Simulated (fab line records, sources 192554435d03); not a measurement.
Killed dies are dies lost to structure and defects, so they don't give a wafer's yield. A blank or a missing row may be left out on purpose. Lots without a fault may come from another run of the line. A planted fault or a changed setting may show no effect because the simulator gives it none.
fab line records | flow n5_finfet | part 1 of 2: steps 1 to 3 of 6
record lots=24 wafers=72 last_day=18
route steps=1938 shown HKMG_FIN@405 GATE_CUT@490
lots that met no fault: from a run of the same line without faults
start_h: hours from the record's first day to the start of the lot's first wafer shown | wait_h: hours since the lot's step before | " the same as in the row above | L1.1+2: a row that stands for several wafers | - no value, or no start given | * or withheld: withheld | < > ~ a bound
route shown NAME@n: a module of which the file shows steps, and the number in the route of the first | usual: mean/standard deviation of fault-free wafers | same: alike in all rows | chamber/n: place in a boat | sites: the reading at each site | _std_site: their standard deviation | _edge_site: outer sites' mean less inner sites' | radius_mm: how far each site lies from the wafer's centre | mask NAME#n: copy n | behind: the tool/chamber that last shaped the wafer | hold: why the lot was held/for how many hours/how that ended | device: the transistor (n, p or np) that didn't switch | end of line: the same wafers' tests at the end of the route | a step without rows: its recipe alone | killed: dies lost to structure and defects at the first sort, not the wafer's yield | map: a wafer's dies, x killed, . not, _ none there
set.NAME: the setting as run; set.NAME@STEP: as run at that earlier step | model.NAME: the simulator's own value behind a step, which no gauge read
steps of the route over a sample of lots; a table a step, a row a wafer
services: from which hour (start_h, from the record's first day; less than 0 if before it) a tool's chamber was out of use, for how many hours, and why
## steps
# step N5_HKMG_FIN_STRIP_57
# recipe chemistry=CF4 resist=SiARC power_w=300 bias_power_w=75 pressure_mtorr=50 cf4_flow_sccm=150 rf_frequency_hz=6e+07
# usual drypump_motor_current_A=5.8/0.34 oes_product_au=0.79/0.087 rf_vpp_V=271.4/1.6 showerhead_plenum_p_Torr=1.80/0.053 throttle_valve_pct=13.64/0.27
# columns lot.wafer tool chamber start_h wait_h drypump_motor_current_A oes_product_au rf_hours_counter_h rf_vpp_V showerhead_plenum_p_Torr throttle_valve_pct
L074.1 rie_diel-01 2 70.73 0.0 6.2 0.71 229 273.6 1.83 13.86
L074.3 " 3 " " 5.1 0.68 223 269.3 1.70 13.74
L074.5 " 0 " " 6.2 0.82 - 271.8 1.83 13.68
L075.3 rie_diel-05 0 80.28 0.0 5.8 0.75 155 270.9 1.78 13.53
L075.4 " 2 " " 5.8 0.68 247 270.2 1.79 14.32
L075.6 " 0 " " 5.8 0.75 - 271.9 1.78 13.52
L076.1 rie_diel-05 2 84.61 0.0 5.9 0.67 248 271.0 1.79 14.33
L076.3 " 3 " " 5.3 0.67 241 270.5 1.78 14.26
L076.6 " 2 " " 5.8 0.68 - 270.1 1.79 14.30
L077.1 rie_diel-01 1 95.36 0.0 5.9 0.82 72 274.1 1.86 13.25
L077.3 " 2 " " 6.2 0.71 236 272.4 1.83 13.86
L077.5 " 0 " " 6.2 0.82 - 272.1 1.83 13.68
L078.2 rie_diel-01 3 105.12 0.0 5.1 0.67 234 270.1 1.69 13.78
L078.4 " 0 " " 6.2 0.81 90 273.2 1.83 13.69
L078.5 " 1 " " 5.9 0.82 - 274.0 1.86 13.28
L079.3 rie_diel-03 0 106.32 0.0 5.6 0.71 165 272.2 1.86 13.94
L079.4 " 1 " " 5.4 0.72 185 270.9 1.72 13.84
L079.6 " 3 " " 5.6 0.87 - 272.4 1.82 13.30
L080.1 rie_diel-01 0 110.63 0.0 6.2 0.81 93 270.9 1.82 13.69
L080.2 " 2 " " 6.2 0.71 243 272.9 1.83 13.90
L080.6 " 2 " " 6.2 0.70 - 273.6 1.83 13.89
L081.2 rie_diel-05 2 125.69 0.0 5.8 0.94 8 270.8 1.79 13.78
L081.4 " 2 " " 5.9 0.94 - 271.1 1.79 13.77
L081.5 " 1 " " 5.8 0.87 - 271.6 1.85 13.32
L082.2 rie_diel-05 1 127.09 0.0 5.8 0.88 35 272.3 1.85 13.32
L082.4 " 0 " " 5.8 0.74 - 271.0 1.77 13.54
L082.6 " 2 " " 5.9 0.94 - 269.3 1.79 13.76
L083.2 rie_diel-01 3 130.15 0.0 5.1 0.67 242 269.3 1.69 13.80
L083.4 " 0 " " 6.2 0.81 98 271.4 1.82 13.71
L083.5 " 2 " " 6.2 0.70 - 271.6 1.83 13.91
L084.1 rie_diel-03 0 132.94 0.0 5.5 0.71 174 273.2 1.86 13.97
L084.3 " 3 " " 5.6 0.85 44 271.2 1.82 13.33
L084.4 " 1 " " 5.4 0.71 194 268.1 1.71 13.82
L085.3 rie_diel-01 1 145.49 0.0 5.9 0.81 90 273.8 1.85 13.29
L085.5 " 0 " " 6.2 0.81 - 272.9 1.82 13.72
L085.6 " 1 " " 5.9 0.80 - 272.1 1.86 13.29
L086.1 rie_diel-01 1 152.94 0.0 5.9 0.80 95 273.6 1.85 13.32
L086.2 " 0 " " 6.2 0.79 110 273.2 1.82 13.75
L086.5 " 3 " " 5.2 0.66 - 267.5 1.69 13.81
L087.2 rie_diel-03 1 157.70 0.0 5.4 0.70 206 269.4 1.71 13.86
L087.4 " 3 " " 5.7 0.83 - 271.6 1.82 13.35
L087.6 " 1 " " 5.4 0.70 - 268.7 1.71 13.86
L088.2 rie_diel-01 2 162.46 0.0 6.2 0.96 6 273.2 1.82 13.37
L088.3 " 0 " " 6.2 0.78 116 271.7 1.82 13.73
L088.5 " 0 " " 6.2 0.79 - 271.7 1.82 13.74
L089.2 rie_diel-05 2 166.39 0.0 5.8 0.91 18 271.4 1.78 13.78
L089.4 " 0 " " 5.8 0.74 182 270.0 1.77 13.57
L089.6 " 0 " " 5.8 0.73 - 268.7 1.77 13.57
L090.1 rie_diel-01 1 171.10 0.0 5.9 0.78 106 274.4 1.85 13.34
L090.5 " 1 " " 5.9 0.79 - 271.6 1.85 13.35
L090.6 " 0 " " 6.2 0.79 - 272.1 1.82 13.77
L091.2 rie_diel-01 0 173.93 0.0 6.2 0.78 123 270.8 1.82 13.76
L091.4 " 0 " " 6.2 0.78 - 270.2 1.82 13.78
L091.6 " 2 " " 6.2 0.94 - 271.3 1.82 13.38
L092.2 rie_diel-01 1 180.74 0.0 5.9 0.78 112 273.3 1.85 13.34
L092.5 " 1 " " 5.9 0.78 - 272.9 1.85 13.34
L092.6 " 2 " " 6.2 0.93 - 271.3 1.82 13.39
L093.3 rie_diel-03 1 188.44 0.0 5.4 0.70 218 269.4 1.71 13.88
L093.4 " 3 " " 5.6 0.81 67 272.9 1.81 13.38
L093.5 " 1 " " 5.4 0.69 - 268.1 1.71 13.90
L094.4 rie_diel-05 0 197.41 0.0 5.8 0.73 187 269.0 1.77 13.60
L094.5 " 2 " " 5.8 0.90 - 271.0 1.78 13.81
L094.6 " 3 " " 5.3 0.91 - 270.6 1.77 13.72
L095.1 rie_diel-01 0 198.26 0.0 6.2 0.78 135 270.0 1.81 13.80
L095.5 " 2 " " 6.2 0.91 - 271.9 1.82 13.42
L095.6 " 3 " " 5.1 0.93 - 273.4 1.90 13.24
L096.1 rie_diel-05 3 213.09 0.0 5.3 0.90 17 269.8 1.77 13.73
L096.2 " 1 " " 5.8 0.84 55 271.2 1.85 13.38
L096.3 " 0 " " 5.8 0.73 192 272.1 1.77 13.61
L097.1 rie_diel-03 1 213.47 0.0 5.4 0.69 228 268.5 1.71 13.92
L097.4 " 0 " " 5.5 0.69 208 272.0 1.85 14.07
L097.5 " 2 " " 5.7 0.72 - 269.8 1.73 13.64
# step N5_HKMG_FIN_STRIP_19
# recipe chemistry=N2/H2 power_w=2500 temp_c=300 h2_frac=0.65 time_s=360 pressure_mtorr=withheld n2_flow_sccm=1750 h2_flow_sccm=3250
# usual drypump_motor_current_A=5.5/0.4 heater_power_w=460/33
# same time_s=360
# columns lot.wafer tool chamber start_h wait_h drypump_motor_current_A heater_power_w rf_hours_counter_h
L074.1 plasma_asher-02 1 74.41 0.0 5.6 476 35
L074.3 " 1 " " 5.6 466 -
L074.5 " 0 " " 5.5 463 -
L075.3 plasma_asher-01 0 84.29 0.1 6.1 403 -
L075.4 " 1 " " 5.0 491 -
L075.6 " 1 " " 4.9 501 -
L076.1 plasma_asher-01 0 88.64 0.0 6.2 400 98
L076.3 " 0 " " 6.2 399 -
L076.6 " 0 " " 6.2 408 -
L077.1 plasma_asher-01 1 99.04 0.0 4.9 491 100
L077.3 " 0 " " 6.1 403 -
L077.5 " 1 " " 4.9 495 -
L078.2 plasma_asher-01 0 108.90 0.0 6.1 399 101
L078.4 " 0 " " 6.1 407 -
L078.5 " 1 " " 5.0 496 -
L079.3 plasma_asher-02 0 110.20 0.1 5.5 472 -
L079.4 " 1 " " 5.6 478 -
L079.6 " 1 " " 5.6 473 -
L080.1 plasma_asher-01 0 114.66 0.0 6.2 406 103
L080.2 " 1 " " 4.9 488 103
L080.6 " 0 " " 6.2 407 -
L081.2 plasma_asher-02 1 129.93 0.0 5.6 470 42
L081.4 " 0 " " 5.4 467 -
L081.5 " 1 " " 5.6 465 -
L082.2 plasma_asher-02 1 130.73 0.0 5.6 471 43
L082.4 " 1 " " 5.6 477 -
L082.6 " 1 " " 5.6 468 -
L083.2 plasma_asher-02 1 133.88 0.0 5.6 467 44
L083.4 " 0 " " 5.4 462 -
L083.5 " 1 " " 5.6 477 -
L084.1 plasma_asher-02 0 136.63 0.0 5.5 472 45
L084.3 " 0 " " 5.5 464 -
L084.4 " 1 " " 5.6 466 -
L085.3 plasma_asher-02 1 149.90 0.1 5.6 478 -
L085.5 " 1 " " 5.6 470 -
L085.6 " 0 " " 5.5 469 -
L086.1 plasma_asher-02 0 157.28 0.0 5.5 451 49
L086.2 " 1 " " 5.6 473 49
L086.5 " 1 " " 5.6 472 -
L087.2 plasma_asher-01 1 161.70 0.0 4.9 498 111
L087.4 " 1 " " 4.9 496 -
L087.6 " 0 " " 6.2 405 -
L088.2 plasma_asher-01 0 166.16 0.0 6.2 402 112
L088.3 " 0 " " 6.1 406 -
L088.5 " 0 " " 6.2 406 -
L089.2 plasma_asher-02 1 169.95 0.0 5.6 464 53
L089.4 " 0 " " 5.5 462 -
L089.6 " 1 " " 5.6 472 -
L090.1 plasma_asher-01 0 174.66 0.0 6.1 403 114
L090.5 " 0 " " 6.2 405 -
L090.6 " 1 " " 4.9 491 -
L091.2 plasma_asher-02 1 177.62 0.0 5.6 478 55
L091.4 " 0 " " 5.5 456 -
L091.6 " 1 " " 5.6 466 -
L092.2 plasma_asher-02 1 184.55 0.0 5.6 475 56
L092.5 " 0 " " 5.5 452 -
L092.6 " 1 " " 5.6 474 -
L093.3 plasma_asher-02 1 192.25 0.1 5.6 496 -
L093.4 " 0 " " 5.5 458 -
L093.5 " 0 " " 5.5 469 -
L094.4 plasma_asher-02 0 201.22 0.1 5.5 455 -
L094.5 " 1 " " 5.6 475 -
L094.6 " 0 " " 5.5 462 -
L095.1 plasma_asher-01 0 202.25 0.0 6.2 407 119
L095.5 " 1 " " 4.9 482 -
L095.6 " 0 " " 6.2 399 -
L096.1 plasma_asher-01 1 217.10 0.0 4.9 495 121
L096.2 " 0 " " 6.2 392 121
L096.3 " 0 " " 6.2 384 -
L097.1 plasma_asher-02 1 217.21 0.0 5.6 469 62
L097.4 " 1 " " 5.6 468 -
L097.5 " 1 " " 5.6 476 -
# step N5_GATE_CUT_DESCUM_18
# recipe chemistry=O2 time_s=7 source_power_w=50 bias_power_w=20 pressure_mtorr=20 rf_frequency_hz=2.712e+07 temp_c=40 resist=CAR-EUV o2_flow_sccm=225
# usual drypump_motor_current_A=5.6/0.51 oes_product_au=0.76/0.078 rf_vpp_V=243.1/1.3 showerhead_plenum_p_Torr=2.09/0.067 throttle_valve_pct=20.54/0.29
# same time_s=7
# columns lot.wafer tool chamber start_h wait_h drypump_motor_current_A oes_product_au rf_hours_counter_h rf_vpp_V showerhead_plenum_p_Torr throttle_valve_pct
L074.1 rie_diel-06 0 82.18 0.1 5.3 0.92 25 242.5 2.06 20.69
L074.3 " 3 " " 5.3 0.76 131 242.2 1.99 20.51
L074.5 " 0 " " 5.3 0.92 - 242.3 2.06 20.70
L075.3 rie_diel-06 2 91.79 0.0 4.8 0.67 233 243.8 2.15 20.57
L075.4 " 3 " " 5.3 0.76 134 241.8 1.99 20.51
L075.6 " 2 " " 4.8 0.68 - 245.1 2.15 20.58
L076.1 rie_diel-02 0 100.94 0.0 5.9 0.77 152 244.3 2.07 20.63
L076.3 " 2 " " 5.8 0.67 202 244.3 2.05 19.95
L076.6 " 0 " " 6.0 0.77 - 243.7 2.07 20.63
L077.1 rie_diel-04 1 108.02 0.0 6.5 0.82 87 242.6 2.13 20.21
L077.3 " 2 " " 6.2 0.70 201 243.9 2.17 20.86
L077.5 " 2 " " 6.1 0.71 - 244.7 2.17 20.86
L078.2 rie_diel-04 2 116.51 0.0 6.1 0.71 204 244.0 2.17 20.87
L078.4 " 3 " " 5.2 0.73 190 245.1 2.17 20.27
L078.5 " 2 " " 6.1 0.71 - 243.9 2.17 20.84
L079.3 rie_diel-04 1 117.91 0.0 6.5 0.80 90 243.1 2.13 20.19
L079.4 " 3 " " 5.3 0.72 190 244.0 2.17 20.27
L079.6 " 3 " " 5.3 0.73 - 244.2 2.17 20.27
L080.1 rie_diel-06 3 122.32 0.2 5.3 0.75 144 240.9 1.98 20.53
L080.2 " 1 " " 5.2 0.68 243 240.6 1.98 20.61
L080.6 " 0 " " 5.3 0.88 - 244.4 2.06 20.71
L081.2 rie_diel-06 1 137.98 0.0 5.1 0.67 249 241.1 1.97 20.64
L081.4 " 3 " " 5.3 0.74 148 241.6 1.98 20.54
L081.5 " 2 " " 4.8 0.67 - 244.7 2.15 20.59
L082.2 rie_diel-04 3 138.57 0.0 5.3 0.72 196 244.1 2.17 20.29
L082.4 " 1 " " 6.5 0.79 96 244.9 2.13 20.21
L082.6 " 2 " " 6.1 0.70 - 245.5 2.17 20.86
L083.2 rie_diel-02 2 141.66 0.0 5.8 0.67 214 242.8 2.04 19.97
L083.4 " 3 " " 5.0 0.79 122 242.6 2.00 20.77
L083.5 " 3 " " 5.1 0.79 - 242.9 2.00 20.76
L084.1 rie_diel-04 1 144.35 0.0 6.5 0.79 98 243.0 2.13 20.21
L084.3 " 0 " " 5.5 0.70 238 242.3 2.08 21.03
L084.4 " 3 " " 5.3 0.72 198 245.2 2.17 20.30
L085.3 rie_diel-06 3 157.54 0.0 5.3 0.73 156 241.8 1.98 20.55
L085.5 " 0 " " 5.3 0.86 - 241.1 2.06 20.72
L085.6 " 3 " " 5.2 0.74 - 241.9 1.98 20.55
L086.1 rie_diel-04 2 165.28 0.3 6.1 0.69 218 244.3 2.16 20.88
L086.2 " 1 " " 6.5 0.79 103 244.2 2.13 20.23
L086.5 " 2 " " 6.2 0.69 - 244.6 2.16 20.89
L087.2 rie_diel-02 1 169.48 0.1 5.9 0.85 66 242.7 2.04 20.19
L087.4 " 2 " " 5.7 0.66 222 243.0 2.04 19.97
L087.6 " 2 " " 5.8 0.66 - 241.4 2.04 19.98
L088.2 rie_diel-04 3 175.32 0.6 5.3 0.71 208 243.4 2.16 20.28
L088.3 " 0 " " 5.6 0.71 248 242.7 2.08 21.05
L088.5 " 2 " " 6.1 0.69 - 244.0 2.16 20.89
L089.2 rie_diel-02 2 177.99 0.0 5.8 0.66 226 244.1 2.04 20.00
L089.4 " 3 " " 5.1 0.77 - 242.3 2.00 20.77
L089.6 " 2 " " 5.8 0.66 - 241.8 2.04 19.99
L090.1 rie_diel-04 3 183.76 0.0 5.3 0.72 209 242.7 2.16 20.31
L090.5 " 1 " " 6.5 0.79 - 243.3 2.13 20.24
L090.6 " 2 " " 6.1 0.70 - 243.9 2.16 20.91
L091.2 rie_diel-06 0 185.84 0.0 5.3 0.86 58 240.5 2.05 20.73
L091.4 " 0 " " 5.4 0.86 - 244.0 2.05 20.72
L091.6 " 2 " " 4.8 0.99 - 243.0 2.14 20.06
L092.2 rie_diel-06 3 194.24 0.1 5.3 0.72 171 243.3 1.98 20.56
L092.5 " 3 " " 5.3 0.73 - 242.1 1.97 20.56
L092.6 " 0 " " 5.4 0.86 - 243.2 2.05 20.75
L093.3 rie_diel-04 3 200.16 0.0 5.2 0.71 - 244.7 2.16 20.31
L093.4 " 1 " " 6.5 0.77 - 241.8 2.12 20.24
L093.5 " 3 " " 5.3 0.71 - 243.5 2.16 20.32
L094.4 rie_diel-04 3 209.01 0.3 5.3 0.70 218 243.6 2.16 20.31
L094.5 " 2 " " 6.1 0.68 - 242.9 2.16 20.91
L094.6 " 1 " " 6.5 0.77 - 242.6 2.12 20.24
L095.1 rie_diel-04 3 210.90 0.0 5.3 0.70 218 242.9 2.16 20.32
L095.5 " 3 " " 5.3 0.71 - 244.6 2.16 20.32
L095.6 " 2 " " 6.1 0.68 - 244.8 2.16 20.90
L097.1 rie_diel-04 0 224.95 0.0 5.6 0.95 6 242.7 2.07 20.66
L097.4 " 3 " " 5.3 0.71 222 244.0 2.16 20.31
L097.5 " 3 " " 5.3 0.71 - 244.1 2.16 20.34
L096.1 rie_diel-02 3 225.48 0.4 5.0 0.77 145 241.0 1.99 20.82
L096.2 " 0 " " 6.0 0.74 187 241.3 2.06 20.69
L096.3 " 2 " " 5.8 0.66 240 242.6 2.04 20.00
